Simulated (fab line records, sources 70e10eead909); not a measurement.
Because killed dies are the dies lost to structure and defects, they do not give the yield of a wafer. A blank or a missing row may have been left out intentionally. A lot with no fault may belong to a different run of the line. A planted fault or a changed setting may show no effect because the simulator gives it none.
fab line records + flow nandHarc
record:
- lots: 14
- wafers: 42
- lastDay: 33
route steps=1302 shown A_CHANNEL_FILL_D2@638 A_STAIRCASE@663
lots that met no fault: from a run of the same line without faults
startH: start of the lot's first displayed wafer, in hours after the record's first day + waitH: hours since the lot's step before + " unchanged from the row above + L1.1+2: several wafers, shown together as one row + - no value, or no start given + * or withheld: withheld + < > ~ a bound
route shown NAME@n: NAME is a module with steps in the file, n the number in the route of the first one + usual: mean/standard deviation taken from wafers without a fault + same: alike in all rows + chamber/n: place in a boat + sites: each site's reading + _std_site: their standard deviation + _edge_site: mean of outer sites minus mean of inner sites + radiusMm: how far each site lies from the wafer's centre + mask NAME#n: copy n + behind: the last tool/chamber to shape the wafer + hold: what put the lot on hold/how long, in hours/how the hold closed + device: names the non-switching transistor (n, p or np) + end of line: the tests these same wafers got at the end of their route + a step given without rows: its recipe and nothing more + killed: count of dies lost to structure and defects at first sort (not the wafer's yield) + map: a wafer's dies, x killed, . not, _ none there
set.NAME: setting as actually run; set.NAME@STEP: the setting as run at that earlier step + model.NAME: the simulator's own value behind a step, which no gauge read
the route's steps for a sample of lots (tables are steps, rows are wafers)
services: the hour from which a tool's chamber was out of use, counted from the record's first day as startH (under 0 if before that day), plus the number of hours and why
== steps ==
step: NHARC_A_CHANNEL_FILL_D2_INSPECT_13
usual:
- rawDefectCount: 336/99
| lot.wafer | tool             | chamber | startH | waitH | rawDefectCount |
|-----------|------------------|---------|--------|-------|----------------|
| L364.3    | defectInspect-02 | -       | 339.82 | 0.1   | 317            |
| L364.4    | "                | -       | "      | "     | 347            |
| L364.5    | "                | -       | "      | "     | 282            |
| L366.2    | defectInspect-02 | -       | 356.76 | 0.1   | 218            |
| L366.5    | "                | -       | "      | "     | 271            |
| L366.6    | "                | -       | "      | "     | 210            |
| L367.1    | defectInspect-02 | -       | 380.19 | 0.2   | 496            |
| L367.4    | "                | -       | "      | "     | 519            |
| L367.5    | "                | -       | "      | "     | 496            |
| L369.4    | defectInspect-02 | -       | 409.54 | 0.1   | 248            |
| L369.5    | "                | -       | "      | "     | 309            |
| L369.6    | "                | -       | "      | "     | 553            |
| L375.2    | defectInspect-02 | -       | 458.33 | 0.1   | 421            |
| L375.3    | "                | -       | "      | "     | 313            |
| L375.6    | "                | -       | "      | "     | 340            |
| L374.1    | defectInspect-02 | -       | 463.06 | 0.2   | 288            |
| L374.2    | "                | -       | "      | "     | 243            |
| L374.5    | "                | -       | "      | "     | 291            |
| L378.4    | defectInspect-02 | -       | 493.80 | 0.1   | 382            |
| L378.5    | "                | -       | "      | "     | 343            |
| L378.6    | "                | -       | "      | "     | 396            |
| L379.1    | defectInspect-02 | -       | 505.14 | 0.2   | 209            |
| L379.2    | "                | -       | "      | "     | 265            |
| L379.4    | "                | -       | "      | "     | 193            |
| L382.1    | defectInspect-01 | -       | 536.06 | 0.2   | 288            |
| L382.2    | "                | -       | "      | "     | 222            |
| L382.3    | "                | -       | "      | "     | 231            |
| L381.1    | defectInspect-02 | -       | 536.07 | 0.2   | 225            |
| L381.4    | "                | -       | "      | "     | 236            |
| L381.5    | "                | -       | "      | "     | 291            |
| L383.1    | defectInspect-01 | -       | 548.11 | 0.2   | 378            |
| L383.4    | "                | -       | "      | "     | 433            |
| L383.5    | "                | -       | "      | "     | 300            |
| L385.2    | defectInspect-01 | -       | 568.94 | 0.1   | 235            |
| L385.4    | "                | -       | "      | "     | 410            |
| L385.6    | "                | -       | "      | "     | 284            |
| L386.1    | defectInspect-02 | -       | 575.78 | 0.2   | 483            |
| L386.2    | "                | -       | "      | "     | 285            |
| L386.5    | "                | -       | "      | "     | 233            |
| L387.1    | defectInspect-01 | -       | 575.79 | 0.2   | 282            |
| L387.2    | "                | -       | "      | "     | 284            |
| L387.6    | "                | -       | "      | "     | 403            |
step: NHARC_A_STAIRCASE_PEB_07
recipe:
- pebTempC: 115
- pebTimeS: 130
usual:
- chillPlateTempC: 23.00/0.12
- exhaustPa: 45.2/1
| lot.wafer | tool          | chamber | startH | waitH | chillPlateTempC | exhaustPa |
|-----------|---------------|---------|--------|-------|-----------------|-----------|
| L364.3    | lithoTrack-05 | 0       | 342.26 | 0.0   | 22.91           | 43.3      |
| L364.4    | "             | 0       | "      | "     | 23.00           | 44.9      |
| L364.5    | "             | 0       | "      | "     | 22.86           | 43.1      |
| L366.2    | lithoTrack-02 | 0       | 359.20 | 0.1   | 23.07           | 45.2      |
| L366.5    | "             | 0       | "      | "     | 23.00           | 44.4      |
| L366.6    | "             | 0       | "      | "     | 23.01           | 43.8      |
| L367.1    | lithoTrack-05 | 0       | 382.88 | 0.1   | 22.95           | 46.8      |
| L367.4    | "             | 0       | "      | "     | 22.92           | 45.0      |
| L367.5    | "             | 0       | "      | "     | 22.88           | 46.1      |
| L369.4    | lithoTrack-05 | 0       | 411.97 | 0.0   | 22.82           | 47.2      |
| L369.5    | "             | 0       | "      | "     | 22.85           | 45.4      |
| L369.6    | "             | 0       | "      | "     | 22.89           | 44.8      |
| L375.2    | lithoTrack-05 | -       | 461.13 | 0.1   | -               | -         |
| L375.3    | "             | -       | "      | "     | -               | -         |
| L375.6    | "             | -       | "      | "     | -               | -         |
| L374.1    | lithoTrack-03 | -       | 465.50 | 0.1   | -               | -         |
| L374.2    | "             | -       | "      | "     | -               | -         |
| L374.5    | "             | -       | "      | "     | -               | -         |
| L378.4    | lithoTrack-02 | 0       | 496.24 | 0.0   | 22.94           | 45.8      |
| L378.5    | "             | 0       | "      | "     | 22.93           | 44.0      |
| L378.6    | "             | 0       | "      | "     | 22.99           | 45.9      |
| L379.1    | lithoTrack-05 | 0       | 507.70 | 0.1   | 23.03           | 44.7      |
| L379.2    | "             | 0       | "      | "     | 22.96           | 45.2      |
| L379.4    | "             | 0       | "      | "     | 23.03           | 43.3      |
| L382.1    | lithoTrack-02 | 0       | 538.64 | 0.1   | 23.30           | 44.9      |
| L382.2    | "             | 0       | "      | "     | 23.04           | 45.9      |
| L382.3    | "             | 0       | "      | "     | 23.14           | 45.9      |
| L381.1    | lithoTrack-05 | 0       | 538.80 | 0.1   | 23.24           | 45.9      |
| L381.4    | "             | 0       | "      | "     | 23.33           | 44.8      |
| L381.5    | "             | 0       | "      | "     | 23.13           | 46.2      |
| L383.1    | lithoTrack-03 | 0       | 550.89 | 0.1   | 22.90           | 45.0      |
| L383.4    | "             | 0       | "      | "     | 22.86           | 46.4      |
| L383.5    | "             | 0       | "      | "     | 22.87           | 46.5      |
| L385.2    | lithoTrack-05 | 0       | 571.39 | 0.1   | 23.08           | 44.6      |
| L385.4    | "             | 0       | "      | "     | 23.04           | 44.8      |
| L385.6    | "             | 0       | "      | "     | 23.12           | 45.4      |
| L386.1    | lithoTrack-05 | 0       | 578.57 | 0.1   | 22.94           | 44.1      |
| L386.2    | "             | 0       | "      | "     | 23.00           | 43.3      |
| L386.5    | "             | 0       | "      | "     | 22.89           | 45.3      |
| L387.1    | lithoTrack-05 | 0       | 578.86 | 0.1   | 22.96           | 45.5      |
| L387.2    | "             | 0       | "      | "     | 23.09           | 44.6      |
| L387.6    | "             | 0       | "      | "     | 23.00           | 46.1      |
step: NHARC_A_STAIRCASE_DESCUM_11
recipe:
- timeS: 3
- o2FlowSccm: 200
- arFlowSccm: 0
- biasPowerW: 0
- chemistry: O2
usual:
- drypumpMotorCurrentA: 5.6/0.32
- oesProductAu: 1.000/0.01
- rfVppV: 57.9/0.8
- showerheadPlenumPTorr: 1.95/0.083
- throttleValvePct: 11.310/0.0089
| lot.wafer | tool       | chamber | startH | waitH | drypumpMotorCurrentA | oesProductAu | rfHoursCounterH | rfVppV | showerheadPlenumPTorr | throttleValvePct |
|-----------|------------|---------|--------|-------|----------------------|--------------|-----------------|--------|-----------------------|------------------|
| L364.3    | rieDiel-04 | 1       | 342.57 | -     | 5.5                  | 0.992        | 57              | 58.5   | 2.02                  | 11.316           |
| L364.4    | "          | 2       | "      | "     | 5.6                  | 0.999        | 51              | 57.9   | 1.95                  | 11.302           |
| L364.5    | "          | 1       | "      | "     | 5.5                  | 0.995        | -               | 59.4   | 2.02                  | 11.288           |
| L366.2    | rieDiel-01 | 1       | 359.56 | -     | 6.2                  | 1.007        | 43              | 59.0   | 1.78                  | 11.310           |
| L366.5    | "          | 3       | "      | "     | 6.3                  | 1.001        | -               | 57.4   | 1.92                  | 11.312           |
| L366.6    | "          | 0       | "      | "     | 5.7                  | 1.017        | -               | 58.1   | 1.86                  | 11.299           |
| L367.4    | rieDiel-07 | 3       | 383.19 | -     | 5.4                  | 0.996        | 24              | 60.0   | 2.05                  | 11.316           |
| L367.1    | "          | 0       | "      | "     | 5.2                  | 1.000        | 26              | 57.4   | 1.97                  | 11.308           |
| L367.5    | "          | 3       | "      | "     | 5.4                  | 0.981        | -               | 57.2   | 2.05                  | 11.310           |
| L369.5    | rieDiel-07 | 2       | 412.31 | -     | 5.1                  | 1.007        | -               | 57.4   | 1.84                  | 11.316           |
| L369.4    | "          | 3       | "      | "     | 5.4                  | 0.992        | -               | 57.7   | 2.04                  | 11.319           |
| L369.6    | "          | 1       | "      | "     | 5.8                  | 1.005        | -               | 57.6   | 2.05                  | 11.308           |
| L375.3    | rieDiel-07 | 2       | 461.45 | -     | 5.1                  | 0.999        | 48              | 57.6   | 1.84                  | 11.311           |
| L375.2    | "          | 0       | "      | "     | 5.2                  | 1.010        | 47              | 57.8   | 1.97                  | 11.311           |
| L375.6    | "          | 2       | "      | "     | 5.2                  | 0.991        | -               | 57.1   | 1.84                  | 11.297           |
| L374.2    | rieDiel-04 | 3       | 465.81 | -     | 5.6                  | 1.004        | 31              | 58.8   | 1.94                  | 11.311           |
| L374.1    | "          | 0       | "      | "     | 5.8                  | 0.992        | 29              | 58.2   | 2.03                  | 11.314           |
| L374.5    | "          | 3       | "      | "     | 5.6                  | 1.006        | -               | 57.4   | 1.94                  | 11.302           |
| L378.4    | rieDiel-04 | 0       | 496.58 | -     | 5.8                  | 0.997        | 40              | 59.0   | 2.02                  | 11.303           |
| L378.5    | "          | 1       | "      | "     | 5.5                  | 0.996        | -               | 57.8   | 2.01                  | 11.314           |
| L378.6    | "          | 2       | "      | "     | 5.7                  | 0.992        | -               | 57.3   | 1.93                  | 11.306           |
| L379.4    | rieDiel-01 | 2       | 508.02 | -     | 5.7                  | 0.996        | 36              | 57.5   | 1.91                  | 11.294           |
| L379.1    | "          | 3       | "      | "     | 6.3                  | 1.008        | 40              | 59.2   | 1.90                  | 11.314           |
| L379.2    | "          | 0       | "      | "     | 5.7                  | 1.015        | 39              | 58.5   | 1.84                  | 11.308           |
| L382.2    | rieDiel-07 | 2       | 538.95 | -     | 5.1                  | 0.994        | 15              | 57.2   | 1.83                  | 11.301           |
| L382.1    | "          | 3       | "      | "     | 5.4                  | 0.996        | 14              | 57.9   | 2.03                  | 11.313           |
| L382.3    | "          | 1       | "      | "     | 5.9                  | 1.016        | 14              | 59.1   | 2.04                  | 11.304           |
| L381.1    | rieDiel-07 | 1       | 539.14 | -     | 5.8                  | 1.007        | 14              | 58.3   | 2.04                  | 11.323           |
| L381.4    | "          | 2       | "      | "     | 5.1                  | 0.981        | 15              | 58.7   | 1.83                  | 11.303           |
| L381.5    | "          | 3       | "      | "     | 5.4                  | 0.986        | -               | 58.4   | 2.03                  | 11.312           |
| L383.1    | rieDiel-01 | 2       | 551.20 | -     | 5.7                  | 1.002        | 54              | 58.9   | 1.90                  | 11.320           |
| L383.4    | "          | 0       | "      | "     | 5.7                  | 1.023        | 51              | 57.8   | 1.84                  | 11.304           |
| L383.5    | "          | 2       | "      | "     | 5.7                  | 1.003        | -               | 57.5   | 1.90                  | 11.306           |
| L385.2    | rieDiel-04 | 3       | 571.70 | -     | 5.6                  | 0.998        | 14              | 57.6   | 1.93                  | 11.313           |
| L385.4    | "          | 0       | "      | "     | 5.8                  | 1.001        | 1               | 58.5   | 2.02                  | 11.307           |
| L385.6    | "          | 0       | "      | "     | 5.8                  | 1.004        | -               | 57.4   | 2.02                  | 11.307           |
| L386.1    | rieDiel-04 | 0       | 578.89 | -     | 5.8                  | 0.999        | 4               | 58.1   | 2.02                  | 11.313           |
| L386.2    | "          | 2       | "      | "     | 5.7                  | 0.984        | 13              | 57.7   | 1.92                  | 11.310           |
| L386.5    | "          | 0       | "      | "     | 5.8                  | 0.997        | -               | 58.5   | 2.02                  | 11.306           |
| L387.1    | rieDiel-01 | 1       | 579.17 | -     | 6.2                  | 1.005        | 6               | 59.2   | 2.07                  | 11.311           |
| L387.2    | "          | 3       | "      | "     | 6.3                  | 1.013        | 0               | 56.6   | 1.90                  | 11.303           |
| L387.6    | "          | 2       | "      | "     | 5.7                  | 1.007        | -               | 58.1   | 1.90                  | 11.315           |
step: NHARC_A_STAIRCASE_ETCH_19
recipe:
- targetDepthA: 1000
- timeS: 40.5
- ionEnergyEv: 400
- c4f8FlowSccm: 20
- o2FlowSccm: 10
- arFlowSccm: withheld
- rfW: 600
- biasW: 1000
- chemistry: C4F8/O2
usual:
- oesProductAu: 0.945/0.012
- rfVppV: 898/5
| lot.wafer | tool       | chamber | startH | waitH | oesProductAu | rfHoursCounterH | rfVppV |
|-----------|------------|---------|--------|-------|--------------|-----------------|--------|
| L364.3    | rieDiel-04 | 2       | -      | -     | 0.931        | 52              | 898    |
| L364.4    | "          | 3       | "      | "     | 0.950        | 48              | 899    |
| L364.5    | "          | 1       | "      | "     | 0.933        | -               | 903    |
| L366.2    | rieDiel-01 | 1       | -      | -     | 0.942        | 47              | 887    |
| L366.5    | "          | 0       | "      | "     | 0.958        | -               | 891    |
| L366.6    | "          | 1       | "      | "     | 0.930        | -               | 887    |
| L367.1    | rieDiel-07 | 2       | -      | -     | 0.936        | 26              | 891    |
| L367.4    | "          | 1       | "      | "     | 0.942        | 25              | 904    |
| L367.5    | "          | 2       | "      | "     | 0.926        | -               | 891    |
| L369.4    | rieDiel-07 | 0       | -      | -     | 0.951        | 33              | 897    |
| L369.6    | "          | 2       | "      | "     | 0.946        | -               | 891    |
| L369.5    | "          | 3       | "      | "     | 0.928        | -               | 903    |
| L375.2    | rieDiel-07 | 1       | -      | -     | 0.954        | 46              | 904    |
| L375.3    | "          | 3       | "      | "     | 0.932        | 54              | 903    |
| L375.6    | "          | 2       | "      | "     | 0.957        | -               | 891    |
| L374.2    | rieDiel-04 | 3       | -      | -     | 0.954        | 32              | 899    |
| L374.1    | "          | 2       | "      | "     | 0.937        | 35              | 896    |
| L374.5    | "          | 3       | "      | "     | 0.945        | -               | 898    |
| L378.4    | rieDiel-04 | 3       | -      | -     | 0.946        | 42              | 898    |
| L378.6    | "          | 1       | "      | "     | 0.954        | -               | 902    |
| L378.5    | "          | 2       | "      | "     | 0.936        | -               | 898    |
| L379.4    | rieDiel-01 | 2       | -      | -     | 0.934        | 40              | 896    |
| L379.2    | "          | 3       | "      | "     | 0.956        | 43              | 895    |
| L379.1    | "          | 0       | "      | "     | 0.967        | 41              | 891    |
| L382.3    | rieDiel-07 | 2       | -      | -     | 0.942        | 15              | 891    |
| L382.2    | "          | 3       | "      | "     | 0.934        | 15              | 903    |
| L382.1    | "          | 0       | "      | "     | 0.949        | 14              | 897    |
| L381.1    | rieDiel-07 | 1       | -      | -     | 0.970        | 15              | 903    |
| L381.4    | "          | 3       | "      | "     | 0.948        | 15              | 905    |
| L381.5    | "          | 1       | "      | "     | 0.975        | -               | 903    |
| L383.1    | rieDiel-01 | 2       | -      | -     | 0.958        | 55              | 895    |
| L383.4    | "          | 3       | "      | "     | 0.944        | 55              | 894    |
| L383.5    | "          | 2       | "      | "     | 0.946        | -               | 894    |
| L385.4    | rieDiel-04 | 0       | -      | -     | 0.928        | 1               | 903    |
| L385.2    | "          | 3       | "      | "     | 0.940        | 14              | 897    |
| L385.6    | "          | 1       | "      | "     | 0.920        | -               | 901    |
| L386.1    | rieDiel-04 | 0       | -      | -     | 0.940        | 4               | 902    |
| L386.2    | "          | 1       | "      | "     | 0.947        | 17              | 901    |
| L386.5    | "          | 1       | "      | "     | 0.951        | -               | 901    |
| L387.2    | rieDiel-01 | 1       | -      | -     | 0.934        | 7               | 906    |
| L387.1    | "          | 0       | "      | "     | 0.958        | 7               | 892    |
| L387.6    | "          | 1       | "      | "     | 0.927        | -               | 904    |
== services ==
| tool          | chamber | startH | hours | kind   |
|---------------|---------|--------|-------|--------|
| rieDiel-07    | 0       | 327.70 | -     | clean  |
| rieDiel-07    | 1       | 327.70 | -     | clean  |
| rieDiel-07    | 2       | 327.70 | -     | clean  |
| rieDiel-07    | 3       | 327.70 | -     | clean  |
| rieDiel-04    | 0       | 336.38 | -     | clean  |
| rieDiel-04    | 1       | 336.38 | -     | clean  |
| rieDiel-04    | 2       | 336.38 | -     | clean  |
| rieDiel-01    | 3       | 345.57 | 6.2   | repair |
| rieDiel-04    | -       | 354.90 | 9.0   | pm     |
| rieDiel-07    | 1       | 359.86 | 2.9   | repair |
| rieDiel-01    | 1       | 366.50 | 3.8   | repair |
| rieDiel-01    | 3       | 378.09 | 9.6   | repair |
| rieDiel-01    | -       | 380.80 | 9.0   | pm     |
| rieDiel-07    | 0       | 393.62 | 9.9   | repair |
| lithoTrack-02 | -       | 402.00 | 7.0   | pm     |
| rieDiel-07    | 0       | 403.85 | 8.8   | repair |
| lithoTrack-03 | -       | 450.00 | 7.0   | pm     |
| rieDiel-07    | -       | 471.20 | 9.0   | pm     |
| lithoTrack-05 | -       | 474.00 | 7.0   | pm     |
| rieDiel-04    | -       | 532.93 | 9.0   | pm     |
| rieDiel-07    | 1       | 554.62 | 4.5   | repair |
| rieDiel-07    | 0       | 555.62 | 7.3   | repair |
| rieDiel-01    | -       | 557.89 | 9.0   | pm     |
| lithoTrack-02 | -       | 577.00 | 7.0   | pm     |
== key ==
firstSign:
- step: NHARC_A_STAIRCASE_PEB_07
- reading: toolRecord
- direction: missing
effect none on later readings
metAt NHARC_A_STAIRCASE_PEB_07
struckLots L374,L375
rowsEnd L374.1,L374.2,L374.5
laterRowsLeftOut L375.2,L375.3,L375.6
sortLeftOut L375.2,L375.3,L375.6
testerLeftOut L375
notActingAt NHARC_A_CHANNEL_FILL_D2_INSPECT_13,NHARC_A_STAIRCASE_DESCUM_11,NHARC_A_STAIRCASE_ETCH_19
onsetBetween 411.97 461.13
fault:
- kind: skippedStepWhole
- tool: lithoTrack-03,lithoTrack-05
- chamber: -
- onsetH: 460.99
- steps: NHARC_A_STAIRCASE_PEB_07
- scope: struckLotsOnly
testerLeftOut: of these lots the tester's yield and bins aren't shown, on N5 and GAA mostly nor the transistor test; their killed dies are dies lost to structure and defects alone, not to doping, threshold or leakage, so they don't give the yield
sortLeftOut: the simulated sort isn't trusted on such a fault, so these wafers' sort isn't shown, and their yield isn't known
laterRowsLeftOut: the simulator's readings of these wafers behind a module that went badly wrong aren't trusted and aren't shown, but for the sort
rowsEnd: these wafers met a further fault down the route, and their rows from its step on are left out
